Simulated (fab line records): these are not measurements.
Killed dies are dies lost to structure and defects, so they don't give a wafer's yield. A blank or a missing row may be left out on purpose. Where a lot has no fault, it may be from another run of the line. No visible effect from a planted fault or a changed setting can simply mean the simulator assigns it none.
Split-lot experiment || flow n5 finfet || on a route of 1938 steps: 7 lots, 21 wafers read

THE SPLIT ITSELF
At N5_BEOL_M12_COAT_04 (resist thk 400 nm), the setting spin rpm was moved away from the recipe's 1625 rpm on 7 of the 21 wafers read, by -10.6% to +8.7%. For the rest of the wafers, this setting stayed at what the recipe calls for.

FROM THE SPLIT TO THE READING: what the file shows between them, 3 steps
- N5_BEOL_M12_EBR_06
- N5_BEOL_M12_SOFTBAKE_05: time 60 s
- N5_BEOL_M12_DESCUM_15: chemistry O2, time 7.9 s

THE READING
coat_of_BEOL_M12_COAT_04.thk nm (the simulator's own value, which no gauge read), in nm, at N5_BEOL_M12_ETCH_59 (etches BARC in N2/H2, target depth 89 nm, overetch 26.7 nm, time 67.9 s). No usual value for it is given in the file. Across the 14 wafers here that went through the recipe, the average is 316.8 nm and the standard deviation 0.88 nm.

{"wafer": "L081.1", "tool, chamber at the split": "litho track-04, 0", "spin rpm as run, rpm": 1452, "against the recipe": "-10.6%", "coat_of_BEOL_M12_COAT_04.thk nm, nm": 342, "against lot-mates on the recipe": "+25.6"}
{"wafer": "L081.2", "tool, chamber at the split": "litho track-04, 0", "spin rpm as run, rpm": 1625, "against the recipe": "recipe", "coat_of_BEOL_M12_COAT_04.thk nm, nm": 316.6, "against lot-mates on the recipe": "-"}
{"wafer": "L081.6", "tool, chamber at the split": "litho track-04, 0", "spin rpm as run, rpm": 1625, "against the recipe": "recipe", "coat_of_BEOL_M12_COAT_04.thk nm, nm": 316.2, "against lot-mates on the recipe": "-"}
{"wafer": "L083.1", "tool, chamber at the split": "litho track-05, 0", "spin rpm as run, rpm": 1625, "against the recipe": "recipe", "coat_of_BEOL_M12_COAT_04.thk nm, nm": 318, "against lot-mates on the recipe": "-"}
{"wafer": "L083.2", "tool, chamber at the split": "litho track-05, 0", "spin rpm as run, rpm": 1625, "against the recipe": "recipe", "coat_of_BEOL_M12_COAT_04.thk nm, nm": 317.4, "against lot-mates on the recipe": "-"}
{"wafer": "L083.4", "tool, chamber at the split": "litho track-05, 0", "spin rpm as run, rpm": 1625, "against the recipe": "recipe", "coat_of_BEOL_M12_COAT_04.thk nm, nm": 317, "against lot-mates on the recipe": "-"}
{"wafer": "L088.1", "tool, chamber at the split": "litho track-04, 0", "spin rpm as run, rpm": 1767, "against the recipe": "+8.7%", "coat_of_BEOL_M12_COAT_04.thk nm, nm": 299.6, "against lot-mates on the recipe": -17.5}
{"wafer": "L088.5", "tool, chamber at the split": "litho track-04, 0", "spin rpm as run, rpm": 1625, "against the recipe": "recipe", "coat_of_BEOL_M12_COAT_04.thk nm, nm": 316.6, "against lot-mates on the recipe": "-"}
{"wafer": "L088.6", "tool, chamber at the split": "litho track-04, 0", "spin rpm as run, rpm": 1625, "against the recipe": "recipe", "coat_of_BEOL_M12_COAT_04.thk nm, nm": 317.6, "against lot-mates on the recipe": "-"}
{"wafer": "L090.2", "tool, chamber at the split": "litho track-04, 0", "spin rpm as run, rpm": 1625, "against the recipe": "recipe", "coat_of_BEOL_M12_COAT_04.thk nm, nm": 315, "against lot-mates on the recipe": "-"}
{"wafer": "L090.3", "tool, chamber at the split": "litho track-04, 0", "spin rpm as run, rpm": 1564, "against the recipe": "-3.8%", "coat_of_BEOL_M12_COAT_04.thk nm, nm": 323.4, "against lot-mates on the recipe": "+7.9"}
{"wafer": "L090.4", "tool, chamber at the split": "litho track-04, 0", "spin rpm as run, rpm": 1625, "against the recipe": "recipe", "coat_of_BEOL_M12_COAT_04.thk nm, nm": 316, "against lot-mates on the recipe": "-"}
{"wafer": "L091.2", "tool, chamber at the split": "litho track-03, 0", "spin rpm as run, rpm": 1625, "against the recipe": "recipe", "coat_of_BEOL_M12_COAT_04.thk nm, nm": 318.2, "against lot-mates on the recipe": "-"}
{"wafer": "L091.3", "tool, chamber at the split": "litho track-03, 0", "spin rpm as run, rpm": 1507, "against the recipe": "-7.3%", "coat_of_BEOL_M12_COAT_04.thk nm, nm": 332, "against lot-mates on the recipe": "+13.8"}
{"wafer": "L091.5", "tool, chamber at the split": "litho track-03, 0", "spin rpm as run, rpm": 1507, "against the recipe": "-7.3%", "coat_of_BEOL_M12_COAT_04.thk nm, nm": 333, "against lot-mates on the recipe": "+14.8"}
{"wafer": "L093.2", "tool, chamber at the split": "litho track-03, 0", "spin rpm as run, rpm": 1711, "against the recipe": "+5.3%", "coat_of_BEOL_M12_COAT_04.thk nm, nm": 305.4, "against lot-mates on the recipe": -11.4}
{"wafer": "L093.3", "tool, chamber at the split": "litho track-03, 0", "spin rpm as run, rpm": 1711, "against the recipe": "+5.3%", "coat_of_BEOL_M12_COAT_04.thk nm, nm": 306.8, "against lot-mates on the recipe": -10.0}
{"wafer": "L093.4", "tool, chamber at the split": "litho track-03, 0", "spin rpm as run, rpm": 1625, "against the recipe": "recipe", "coat_of_BEOL_M12_COAT_04.thk nm, nm": 316.8, "against lot-mates on the recipe": "-"}
{"wafer": "L092.3", "tool, chamber at the split": "litho track-05, 0", "spin rpm as run, rpm": 1625, "against the recipe": "recipe", "coat_of_BEOL_M12_COAT_04.thk nm, nm": 316.6, "against lot-mates on the recipe": "-"}
{"wafer": "L092.4", "tool, chamber at the split": "litho track-05, 0", "spin rpm as run, rpm": 1625, "against the recipe": "recipe", "coat_of_BEOL_M12_COAT_04.thk nm, nm": 315.4, "against lot-mates on the recipe": "-"}
{"wafer": "L092.6", "tool, chamber at the split": "litho track-05, 0", "spin rpm as run, rpm": 1625, "against the recipe": "recipe", "coat_of_BEOL_M12_COAT_04.thk nm, nm": 317.2, "against lot-mates on the recipe": "-"}

THE FIT
A straight line over all 21 wafers: coat_of_BEOL_M12_COAT_04.thk nm changes by -2.14 nm for each +1% of spin rpm; r = -0.99; the points scatter about the line by 1.1 nm.
The same after taking each lot's own level away (the mean of its wafers on the recipe; 21 wafers): -2.12 nm for each +1%; r = -0.99; scatter 0.96 nm.
Per that fit: largest spin rpm move, reading shift of 23 nm.
The lots' own levels span 315.50 to 318.20 nm, that is 3.1 times the standard deviation above.
So the lot-to-lot level changes the slope little: the two slopes agree.
Check: with one of the wafers moved furthest among these (-10.6%) left out of the fit, the line predicts +21.3 nm for it against its lot-mates. Against them it came out at +25.6 nm.

THE WHOLE CHAIN: every reading that the file lists as answering this split, in the file's order
{"step": "N5_BEOL_M12_COAT_04", "what it does": "resist thk 400 nm", "reading": "coat_of_BEOL_M12_COAT_04.thk nm (the simulator's own value, which no gauge read)", "change (the file's fit)": "-2.1 nm for each +1% of the setting", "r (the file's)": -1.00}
{"step": "N5_BEOL_M12_ETCH_59", "what it does": "etches BARC in N2/H2, target depth 89 nm, overetch 26.7 nm, time 67.9 s", "reading": "coat_of_BEOL_M12_COAT_04.thk nm (the simulator's own value, which no gauge read)", "change (the file's fit)": "-2.16 nm for each +1% of the setting", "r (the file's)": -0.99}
{"step": "N5_BEOL_M12_STRIP_63", "what it does": "strips in N2/H2", "reading": "strip time to endpoint s", "change (the file's fit)": "withheld for each +1% of the setting", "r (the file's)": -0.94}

FILE'S OWN FIT
coat_of_BEOL_M12_COAT_04.thk nm changes by -2.16 nm for each +1% of spin rpm, r = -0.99.
